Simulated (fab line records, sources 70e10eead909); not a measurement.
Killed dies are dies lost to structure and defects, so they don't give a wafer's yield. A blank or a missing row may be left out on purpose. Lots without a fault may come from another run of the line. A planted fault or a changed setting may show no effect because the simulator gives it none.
Which tool did it? | flow nand_harc | 7 lots, 21 wafers sampled, at 2 steps of a route of 1302

WHAT THE GAUGES READ, wafer by wafer
NHARC_A_ONON_D1_THK_MEAS_11: measures by ellipsometry.
lot  | measured     | on            | thk_nm (nm)
L901 | day 8 05:54  | film_metro-02 | 999 999 1001
L903 | day 9 00:54  | film_metro-02 | 994 994 995
L905 | day 10 00:50 | film_metro-01 | 993 993 994
L916 | day 14 12:39 | film_metro-01 | 1001 1549 999
L918 | day 15 11:38 | film_metro-02 | 998 997 999
L921 | day 16 09:43 | film_metro-01 | 1006 1006 1006
L923 | day 17 09:08 | film_metro-02 | 985 987 986

WHICH TOOL RAN EACH LOT (tool, then ch and the chambers of the sampled wafers, then the start)
lot  | NHARC_A_ONON_D1_DEP_09
L901 | pecvd_onon-01 ch 0, day 8 05:26
L903 | pecvd_onon-01 ch 0, day 9 00:26
L905 | pecvd_onon-04 ch 0, day 10 00:23
L916 | pecvd_onon-02 ch 0, day 14 12:08
L918 | pecvd_onon-04 ch 0, day 15 11:08
L921 | pecvd_onon-04 ch 0, day 16 09:16
L923 | pecvd_onon-02 ch 0, day 17 08:41
- NHARC_A_ONON_D1_DEP_09: target thk 1000 nm.

THE ANSWER, worked out from the rows above alone
Rule: what is usual is taken from the lots themselves. Put in order of their means at a reading, lots are off if they are a third of the lots or fewer, leave a main group of 4 or more, and stand apart from it by a gap of 3 or more times the standard deviation of the main group's means; of several such gaps the widest counts. A main group whose means are all the same, to the digits that the tables above print for the reading, isn't used. A lot without any number at a reading at which 4 lots or more have one is off too. The other lots that the step has rows for count as sound.
Off: L916, at NHARC_A_ONON_D1_THK_MEAS_11 (thk_nm). The main group: mean 996 nm, standard deviation 6.2.
A tool fits if, at a process step before that reading, it ran every lot that is off, and no sound lot after the first of them. The gauges at NHARC_A_ONON_D1_THK_MEAS_11 are tried like those tools. None of those tried fits.

WHAT THE SIMULATOR HAD PUT IN
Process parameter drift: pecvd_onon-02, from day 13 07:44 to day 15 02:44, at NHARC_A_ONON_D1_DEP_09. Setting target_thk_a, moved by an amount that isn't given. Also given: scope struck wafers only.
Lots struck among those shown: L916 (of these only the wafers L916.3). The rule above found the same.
